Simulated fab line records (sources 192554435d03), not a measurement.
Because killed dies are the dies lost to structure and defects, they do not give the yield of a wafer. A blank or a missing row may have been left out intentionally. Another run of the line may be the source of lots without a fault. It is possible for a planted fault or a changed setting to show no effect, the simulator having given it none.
What tool caused it? + flow n5Finfet + 14 lots, 41 wafers sampled, at 1 step of a route of 1938

## WHAT THE GAUGES SHOWED, per wafer
N5_BEOL_M13_THK_MEAS_50: measures by xrf.
| lot  | measured     | on           | M13_THK (nm) |
|------|--------------|--------------|--------------|
| L893 | day 10 20:14 | filmMetro-02 | 415 426 427  |
| L895 | day 11 06:23 | filmMetro-01 | 437 423 439  |
| L894 | day 11 09:53 | filmMetro-01 | 431 429      |
| L897 | day 12 00:50 | filmMetro-02 | 409 424 417  |
| L898 | day 12 12:57 | filmMetro-01 | 440 439 444  |
| L900 | day 13 06:40 | filmMetro-01 | 424 430 432  |
| L906 | day 14 21:37 | filmMetro-01 | 426 438 433  |
| L911 | day 15 06:08 | filmMetro-02 | 434 430 435  |
| L908 | day 15 06:24 | filmMetro-01 | 421 431 450  |
| L910 | day 15 06:40 | filmMetro-01 | 433 435 432  |
| L914 | day 16 02:11 | filmMetro-01 | 433 423 438  |
| L912 | day 16 02:19 | filmMetro-02 | 413 410 432  |
| L916 | day 16 16:25 | filmMetro-01 | 426 425 416  |
| L915 | day 16 20:31 | filmMetro-01 | 446 425 430  |

## EACH LOT AND THE TOOL THAT RAN IT (in order: tool; ch and the chambers of the sampled wafers; start)
No process step before these readings appears in the record.

## WHAT THE TOOLS THEMSELVES READ (means of the sampled wafers that have a number; where no wafer has one, the mark that the record gives instead)
The record holds no such reading with a usual standard deviation.

## THE ANSWER, worked out from the rows above alone
Rule: what is usual is taken from the lots themselves. The widest of any qualifying gaps counts: lots, ordered by their means at a reading, are off when they make up no more than a third of the lots, leave a main group of 4 or more, and stand apart from it by 3 or more times the standard deviation of that group's means. A main group whose means are all the same, to the digits that the tables above print for the reading, isn't used. Also off: a lot with no number at a reading for which 4 or more lots have one. The other lots that the step has rows for count as sound. After the gauges, taken in route order, come the tools' own readings; for these a lot's mean is taken, as printed above. The first step at which some lot is off is used, and at that step the reading that is off furthest; a lot without a number counts as furthest.
No lot is off on any of the readings shown, so nothing can be concluded from this.

## WHAT WAS PUT IN BY THE SIMULATOR
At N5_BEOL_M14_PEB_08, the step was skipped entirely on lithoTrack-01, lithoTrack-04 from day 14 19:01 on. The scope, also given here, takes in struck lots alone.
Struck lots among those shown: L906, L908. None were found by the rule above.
